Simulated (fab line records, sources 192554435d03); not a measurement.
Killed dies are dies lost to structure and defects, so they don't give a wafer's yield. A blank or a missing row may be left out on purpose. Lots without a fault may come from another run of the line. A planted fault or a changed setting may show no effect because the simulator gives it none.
Chamber matching | flow n5_finfet | N5_BEOL_M6_CMP_52 on cmp-02: 4 sister chambers
The step polishes, stops on SiCOH lowk, t overpolish 6.9 s, target thk 80 nm. 30 wafers are shown with their chamber, then 12 later ones without.

WAFERS WITH THEIR CHAMBER
wafer  | chamber | motor_current_A (A) | time_to_endpoint_s (s) | barrier_field_endpoint_s (s)
L076.1 | 3       | 5.6                 | 65.2                   | 28.6
L076.4 | 2       | 7.1                 | 61.7                   | 29.5
L076.6 | 1       | 5.1                 | 66.3                   | 29.9
L080.1 | 2       | 6.8                 | 62.8                   | 28.6
L080.2 | 3       | 5.7                 | 61.6                   | 29.0
L080.5 | 0       | 7.3                 | 65.2                   | 30.5
L081.1 | 1       | 5.0                 | 66.1                   | 29.7
L081.3 | 3       | 5.9                 | 64.7                   | 29.9
L081.4 | 0       | 7.7                 | 64.2                   | 29.7
L083.1 | 3       | 5.7                 | 66.0                   | 28.8
L083.5 | 3       | 5.7                 | 65.3                   | 29.3
L083.6 | 2       | 6.9                 | 63.2                   | 28.7
L084.3 | 1       | 5.2                 | 67.1                   | 29.2
L084.5 | 2       | 7.1                 | 63.3                   | 29.4
L084.6 | 1       | 5.5                 | 68.3                   | 29.3
L085.3 | 3       | 5.7                 | 64.3                   | 28.5
L085.4 | 2       | 7.6                 | 62.6                   | 28.9
L085.6 | 2       | 7.0                 | 61.4                   | 28.2
L092.2 | 3       | 5.7                 | 59.3                   | 27.9
L092.3 | 1       | 4.8                 | 63.5                   | 28.9
L092.4 | 2       | 7.4                 | 60.9                   | 28.5
L086.2 | 3       | 5.7                 | 60.8                   | 28.4
L086.3 | 2       | 7.1                 | 57.9                   | 27.3
L086.6 | 1       | 5.2                 | 62.0                   | 28.8
L087.3 | 2       | 7.2                 | 58.8                   | 28.3
L087.4 | 0       | 7.3                 | 64.0                   | 28.8
L087.6 | 0       | 7.6                 | 62.4                   | 28.8
L089.2 | 2       | 7.5                 | 59.1                   | 28.3
L089.4 | 0       | 7.7                 | 62.0                   | 29.6
L089.5 | 1       | 5.3                 | 63.6                   | 29.7

SIGNATURES (means of the wafers above)
reading                  | chamber 0 | chamber 1 | chamber 2 | chamber 3 | scatter within a chamber
motor_current_A          | 7.520     | 5.157     | 7.170     | 5.713     | 0.207
time_to_endpoint_s       | 63.560    | 65.271    | 61.170    | 63.400    | 2.11
barrier_field_endpoint_s | 29.480    | 29.357    | 28.570    | 28.800    | 0.598
Rule: a wafer's distance from a chamber is the root of the sum, over the readings, of the square of ((its reading less the chamber's mean) divided by the reading's scatter). The wafer belongs to the nearest chamber; if the next one is less than 2 further off, it can't be placed. The scatter: the root of (the sum of the squares of (reading less its chamber's mean) over the shown wafers, divided by (wafers less chambers)).

WAFERS WITHOUT THEIR CHAMBER
wafer  | motor_current_A (A) | time_to_endpoint_s (s) | barrier_field_endpoint_s (s)
L090.2 | 5.0                 | 65.0                   | 29.2
L090.4 | 7.2                 | 57.7                   | 28.4
L090.5 | 7.1                 | 60.3                   | 29.2
L079.1 | 7.1                 | 61.7                   | 28.5
L079.2 | 4.9                 | 65.2                   | 29.6
L079.6 | 5.2                 | 64.3                   | 29.6
L097.1 | 5.2                 | 64.5                   | 28.4
L097.2 | 5.8                 | 60.4                   | 28.3
L097.6 | 5.9                 | 60.2                   | 28.4
L095.1 | 7.7                 | 65.4                   | 29.6
L095.4 | 5.0                 | 65.3                   | 29.6
L095.6 | 7.3                 | 64.3                   | 30.7

WHICH CHAMBER EACH WENT THROUGH
wafer  | from the rows above     | in truth
L090.2 | 1                       | 1
L090.4 | can't be placed: 2 or 0 | 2
L090.5 | can't be placed: 2 or 0 | 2
L079.1 | 2                       | 2
L079.2 | 1                       | 1
L079.6 | 1                       | 1
L097.1 | can't be placed: 1 or 3 | 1
L097.2 | 3                       | 3
L097.6 | 3                       | 3
L095.1 | 0                       | 0
L095.4 | 1                       | 1
L095.6 | can't be placed: 0 or 2 | 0
Placed correctly: 8 of 12. Can't be placed from these rows: 4 (the true chamber is among the candidates in 4). Placed wrongly: 0.
